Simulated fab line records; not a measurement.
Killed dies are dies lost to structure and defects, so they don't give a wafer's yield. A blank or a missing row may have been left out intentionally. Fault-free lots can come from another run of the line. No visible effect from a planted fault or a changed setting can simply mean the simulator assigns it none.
Which of the tools did it? | flow nandHarc | 24 lots, 72 wafers sampled, at 3 steps of a route of 1159

== WHAT EACH GAUGE READ, for each wafer ==
NHARC_A_CHANNEL_FILL_D1_INSPECT_13. Usual: rawDefectCount 299, standard deviation 120.
lot  | measured     | on               | rawDefectCount | flag
L074 | day 10 21:18 | defectInspect-01 | 250 414 230    | 
L075 | day 11 06:43 | defectInspect-02 | 521 526 281    | 
L077 | day 11 06:32 | defectInspect-02 | 251 309 342    | 
L076 | day 11 13:37 | defectInspect-02 | 251 312 129    | 
L078 | day 11 13:26 | defectInspect-02 | 247 457 331    | 
L079 | day 12 03:47 | defectInspect-01 | 360 218 211    | 
L081 | day 12 22:34 | defectInspect-01 | 171 266 264    | 
L080 | day 12 15:35 | defectInspect-01 | 225 221 141    | 
L082 | day 12 15:40 | defectInspect-01 | 191 126 158    | 
L083 | day 12 22:41 | defectInspect-01 | 167 242 234    | 
L084 | day 12 22:31 | defectInspect-02 | 424 627 640    | 
L086 | day 13 19:44 | defectInspect-01 | 322 263 257    | 
L087 | day 13 22:57 | defectInspect-01 | 241 346 624    | 
L085 | day 14 01:52 | defectInspect-01 | 505 332 394    | 
L088 | day 14 08:51 | defectInspect-01 | 305 379 265    | 
L089 | day 14 16:20 | defectInspect-02 | 228 248 312    | 
L090 | day 14 20:20 | defectInspect-01 | 436 333 210    | 
L091 | day 14 20:16 | defectInspect-02 | 302 256 417    | 
L092 | day 15 00:15 | defectInspect-02 | 255 107 218    | 
L093 | day 15 11:43 | defectInspect-02 | 260 383 196    | 
L094 | day 15 07:37 | defectInspect-01 | 212 125 246    | 
L095 | day 15 17:20 | defectInspect-02 | 389 294 463    | 
L097 | day 16 13:33 | defectInspect-02 | 444 309 298    | 
L096 | day 16 16:30 | defectInspect-02 | 311 559 551    | 

== EACH LOT AND THE TOOL THAT RAN IT (in order: tool; ch and the chambers of the sampled wafers; start) ==
lot  | NHARC_A_CHANNEL_FILL_D1_STRIP_28  | NHARC_A_CHANNEL_FILL_D1_ALD_25
L074 | rieDiel-05 ch 0,2,3, day 9 19:11  | aldHk-01 ch 1,3, day 10 09:52
L075 | rieDiel-05 ch 0,1,3, day 10 06:26 | aldHk-04 ch 0,2,3, day 10 19:07
L077 | rieDiel-11 ch 0,1,2, day 10 06:26 | aldHk-03 ch 0,1, day 10 18:40
L076 | rieDiel-11 ch 0,3, day 10 12:56   | aldHk-01 ch 1,3, day 11 02:07
L078 | rieDiel-05 ch 0,1,2, day 10 12:58 | aldHk-04 ch 2,3, day 11 01:30
L079 | rieDiel-03 ch 1,2, day 11 04:11   | aldHk-03 ch 0,3, day 11 15:56
L081 | rieDiel-05 ch 1,2, day 11 15:22   | aldHk-04 ch 0,1,3, day 12 07:57
L080 | rieDiel-03 ch 0,1,2, day 11 15:22 | aldHk-03 ch 0,2,3, day 12 05:22
L082 | rieDiel-11 ch 1,3, day 11 15:23   | aldHk-01 ch 0,3, day 12 03:36
L083 | rieDiel-05 ch 0,1,3, day 11 23:44 | aldHk-01 ch 2,3, day 12 11:29
L084 | rieDiel-11 ch 1,2,3, day 11 23:47 | aldHk-03 ch 0,2, day 12 12:06
L086 | rieDiel-11 ch 0,1,2, day 12 19:35 | aldHk-01 ch 0,1, day 13 07:16
L087 | rieDiel-05 ch 0,2,3, day 12 19:35 | aldHk-04 ch 0,1,2, day 13 09:41
L085 | rieDiel-03 ch 1,2, day 13 02:09   | aldHk-03 ch 1,3, day 13 13:50
L088 | rieDiel-05 ch 0,1,2, day 13 08:38 | aldHk-03 ch 2,3, day 13 20:11
L089 | rieDiel-11 ch 1,2,3, day 13 14:58 | aldHk-01 ch 0,1,2, day 14 04:18
L090 | rieDiel-11 ch 1,2, day 13 20:26   | aldHk-01 ch 1,2,3, day 14 10:02
L091 | rieDiel-05 ch 0,2,3, day 13 20:27 | aldHk-03 ch 0,1, day 14 09:02
L092 | rieDiel-05 ch 1,2,3, day 13 23:56 | aldHk-04 ch 1,3, day 14 12:26
L093 | rieDiel-03 ch 0,2,3, day 14 08:01 | aldHk-01 ch 0,2,3, day 14 19:46
L094 | rieDiel-05 ch 2,3, day 14 08:02   | aldHk-04 ch 1,2, day 14 19:46
L095 | rieDiel-11 ch 1,2, day 14 17:42   | aldHk-04 ch 0,1,3, day 15 07:08
L097 | rieDiel-03 ch 0,2,3, day 15 13:31 | aldHk-03 ch 0,1, day 16 01:17
L096 | rieDiel-05 ch 1,2,3, day 15 16:53 | aldHk-01 ch 0,1,2, day 16 04:36
- NHARC_A_CHANNEL_FILL_D1_STRIP_28: strips in O2, time 20 s.
- NHARC_A_CHANNEL_FILL_D1_ALD_25: deposits SiOx, target thk 60 nm, pulse time 10 s, ald cycles 600.

== AS READ BY THE TOOLS THEMSELVES (means over the sampled wafers that have a number; for cases with no such wafer, the mark the record gives instead) ==
NHARC_A_CHANNEL_FILL_D1_STRIP_28. Usual: drypumpMotorCurrentA 5.8 A, standard deviation 0.47; oesProductAu 0.990 a.u., standard deviation 0.0091; rfVppV 57.9 V, standard deviation 0.88; showerheadPlenumPTorr 3.55 Torr, standard deviation 0.14; throttleValvePct 17.038 %, standard deviation 0.0087.
lot  | tool       | drypumpMotorCurrentA (A) | oesProductAu (a.u.) | rfVppV (V) | showerheadPlenumPTorr (Torr) | throttleValvePct (%) | flag
L074 | rieDiel-05 | 5.6                      | 0.990               | 58.2       | 3.51                         | 17.043               | 
L075 | rieDiel-05 | 5.7                      | 1.002               | 57.4       | 3.55                         | 17.034               | 
L077 | rieDiel-11 | 5.8                      | 0.993               | 58.1       | 3.58                         | 17.043               | 
L076 | rieDiel-11 | 6.0                      | 0.997               | 57.6       | 3.65                         | 17.038               | 
L078 | rieDiel-05 | 5.7                      | 0.996               | 57.3       | 3.58                         | 17.031               | 
L079 | rieDiel-03 | 5.5                      | 0.992               | 58.6       | 3.64                         | 17.034               | 
L081 | rieDiel-05 | 5.9                      | 0.995               | 57.8       | 3.53                         | 17.040               | 
L080 | rieDiel-03 | 5.5                      | 0.996               | 57.8       | 3.56                         | 17.026               | 
L082 | rieDiel-11 | 6.5                      | 0.982               | 57.9       | 3.53                         | 17.030               | 
L083 | rieDiel-05 | 5.7                      | 0.984               | 58.5       | 3.55                         | 17.041               | 
L084 | rieDiel-11 | 5.9                      | 0.988               | 57.5       | 3.48                         | 17.039               | 
L086 | rieDiel-11 | 5.8                      | 0.988               | 57.4       | 3.57                         | 17.043               | 
L087 | rieDiel-05 | 5.6                      | 0.987               | 57.4       | 3.51                         | 17.047               | 
L085 | rieDiel-03 | 5.3                      | 0.989               | 58.7       | 3.66                         | 17.044               | 
L088 | rieDiel-05 | 5.7                      | 0.985               | 59.2       | 3.58                         | 17.038               | 
L089 | rieDiel-11 | 5.9                      | 0.987               | 58.2       | 3.48                         | 17.034               | 
L090 | rieDiel-11 | 5.4                      | 0.988               | 57.5       | 3.47                         | 17.042               | 
L091 | rieDiel-05 | 5.6                      | 0.987               | 56.9       | 3.51                         | 17.032               | 
L092 | rieDiel-05 | 5.7                      | 0.985               | 58.4       | 3.46                         | 17.033               | 
L093 | rieDiel-03 | 5.8                      | 0.991               | 57.7       | 3.57                         | 17.043               | 
L094 | rieDiel-05 | 5.6                      | 0.999               | 57.3       | 3.38                         | 17.044               | 
L095 | rieDiel-11 | 5.4                      | 0.982               | 57.2       | 3.47                         | 17.035               | 
L097 | rieDiel-03 | 5.8                      | 0.982               | 58.1       | 3.57                         | 17.040               | 
L096 | rieDiel-05 | 5.8                      | 1.007               | 57.9       | 3.46                         | 17.036               | 

NHARC_A_CHANNEL_FILL_D1_ALD_25. Usual: heaterPowerOuterW 280 W, standard deviation 30; heaterPowerW 489 W, standard deviation 55; precursorPulseHeightRel 1.001, standard deviation 0.021.
lot  | tool     | heaterPowerOuterW (W) | heaterPowerW (W) | precursorPulseHeightRel | flag
L074 | aldHk-01 | 301                   | 532              | 0.991                   | 
L075 | aldHk-04 | 259                   | 458              | 0.999                   | 
L077 | aldHk-03 | 247                   | 431              | 1.013                   | 
L076 | aldHk-01 | 309                   | 562              | 0.988                   | 
L078 | aldHk-04 | 260                   | 454              | 0.987                   | 
L079 | aldHk-03 | 289                   | 476              | 0.983                   | 
L081 | aldHk-04 | 287                   | 503              | 1.010                   | 
L080 | aldHk-03 | 277                   | 461              | 0.988                   | 
L082 | aldHk-01 | 298                   | 475              | 0.996                   | 
L083 | aldHk-01 | 301                   | 518              | 1.010                   | 
L084 | aldHk-03 | 260                   | 450              | 0.984                   | 
L086 | aldHk-01 | 292                   | 497              | 1.007                   | 
L087 | aldHk-04 | 263                   | 455              | 1.023                   | 
L085 | aldHk-03 | 267                   | 499              | 1.009                   | 
L088 | aldHk-03 | 296                   | 492              | 0.993                   | 
L089 | aldHk-01 | 290                   | 507              | 1.026                   | 
L090 | aldHk-01 | 293                   | 540              | 1.008                   | 
L091 | aldHk-03 | 248                   | 434              | 0.996                   | 
L092 | aldHk-04 | 317                   | 554              | 1.018                   | 
L093 | aldHk-01 | 291                   | 499              | 1.008                   | 
L094 | aldHk-04 | 290                   | 501              | 1.009                   | 
L095 | aldHk-04 | 288                   | 503              | 1.017                   | 
L097 | aldHk-03 | 265                   | 469              | 0.985                   | 
L096 | aldHk-01 | 290                   | 506              | 0.987                   | 

== THE ANSWER, worked out from the rows above alone ==
Rule: a lot is off if the mean of its wafers that have a number lies more than 3 standard deviations from the usual mean. Also off: a lot with no number at a reading for which 4 or more lots have one. Where the step has rows for the other lots, those lots are counted as sound. First the gauges in route order, then the tools' own readings, where a lot's mean is used as printed above. At the first step where some lot is off, the reading lying furthest off is the one used; lots without a number count as furthest.
None of the lots is off at any reading shown; this tells nothing.

== WHAT HAD BEEN PUT IN BY THE SIMULATOR ==
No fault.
